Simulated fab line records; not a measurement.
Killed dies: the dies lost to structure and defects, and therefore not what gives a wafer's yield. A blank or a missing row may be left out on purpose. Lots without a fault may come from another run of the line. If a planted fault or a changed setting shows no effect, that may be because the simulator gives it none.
Chamber matching + flow nand_harc + NHARC_A_STAIRCASE_STRIP_476 on rie_diel-01 has 4 sister chambers
The step strips in O2, time 20 s. 18 wafers are shown with their chamber, then 9 later ones without.

EACH WAFER AND ITS CHAMBER
| wafer  | chamber | showerhead_plenum_p_Torr (Torr) | drypump_motor_current_A (A) | oes_product_au (a.u.) |
|--------|---------|---------------------------------|-----------------------------|-----------------------|
| L075.2 | 1       | 3.63                            | 5.7                         | 1.001                 |
| L075.3 | 0       | 3.67                            | 5.2                         | 1.006                 |
| L075.5 | 2       | 3.30                            | 6.3                         | 0.996                 |
| L079.2 | 0       | 3.66                            | 5.2                         | 1.018                 |
| L079.3 | 3       | 3.65                            | 5.6                         | 0.977                 |
| L079.4 | 2       | 3.30                            | 6.3                         | 1.000                 |
| L081.1 | 2       | 3.29                            | 6.3                         | 0.992                 |
| L081.3 | 1       | 3.63                            | 5.7                         | 1.007                 |
| L081.5 | 3       | 3.65                            | 5.7                         | 0.980                 |
| L080.2 | 0       | 3.66                            | 5.2                         | 1.009                 |
| L080.3 | 2       | 3.29                            | 6.3                         | 1.006                 |
| L080.5 | 1       | 3.63                            | 5.7                         | 1.011                 |
| L083.1 | 1       | 3.62                            | 5.8                         | 0.976                 |
| L083.3 | 2       | 3.29                            | 6.3                         | 0.991                 |
| L083.6 | 0       | 3.66                            | 5.2                         | 1.019                 |
| L084.3 | 2       | 3.29                            | 6.3                         | 0.989                 |
| L084.4 | 3       | 3.65                            | 5.6                         | 1.007                 |
| L084.6 | 0       | 3.66                            | 5.2                         | 1.016                 |

SIGNATURES (means of the wafers above)
| reading                  | chamber 0 | chamber 1 | chamber 2 | chamber 3 | scatter within a chamber |
|--------------------------|-----------|-----------|-----------|-----------|--------------------------|
| showerhead_plenum_p_Torr | 3.6620    | 3.6275    | 3.2933    | 3.6500    | 0.00454                  |
| drypump_motor_current_A  | 5.200     | 5.725     | 6.300     | 5.633     | 0.0318                   |
| oes_product_au           | 1.01360   | 0.99875   | 0.99567   | 0.98800   | 0.0108                   |
Rule: for a wafer and a chamber, the distance is found by dividing, reading by reading, the gap between the wafer's reading and the chamber's mean by the reading's scatter, squaring, summing and taking the root. If the next closest chamber is less than 2 further off than the closest, the wafer can't be placed; otherwise it belongs to the closest. The scatter: the root of (the sum of the squares of (reading less its chamber's mean) over the shown wafers, divided by (wafers less chambers)).

WAFERS WITHOUT THEIR CHAMBER
| wafer  | showerhead_plenum_p_Torr (Torr) | drypump_motor_current_A (A) | oes_product_au (a.u.) |
|--------|---------------------------------|-----------------------------|-----------------------|
| L088.2 | 3.65                            | 5.2                         | 1.027                 |
| L088.4 | 3.29                            | 6.3                         | 0.979                 |
| L088.5 | 3.62                            | 5.8                         | 0.983                 |
| L093.1 | 3.64                            | 5.2                         | 1.025                 |
| L093.5 | 3.28                            | 6.3                         | 0.989                 |
| L093.6 | 3.63                            | 5.6                         | 1.004                 |
| L096.2 | 3.63                            | 5.6                         | 1.007                 |
| L096.5 | 3.60                            | 5.7                         | 0.988                 |
| L096.6 | 3.27                            | 6.3                         | 0.991                 |

CHAMBER TAKEN BY EACH
| wafer  | from the rows above     | in truth |
|--------|-------------------------|----------|
| L088.2 | 0                       | 0        |
| L088.4 | 2                       | 2        |
| L088.5 | 1                       | 1        |
| L093.1 | 0                       | 0        |
| L093.5 | 2                       | 2        |
| L093.6 | can't be placed: 1 or 3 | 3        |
| L096.2 | can't be placed: 1 or 3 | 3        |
| L096.5 | 1                       | 1        |
| L096.6 | 2                       | 2        |
Correctly placed: 7 of 9. These rows do not allow placing 2 (true chamber among the candidates in 2). Placed wrongly: 0.
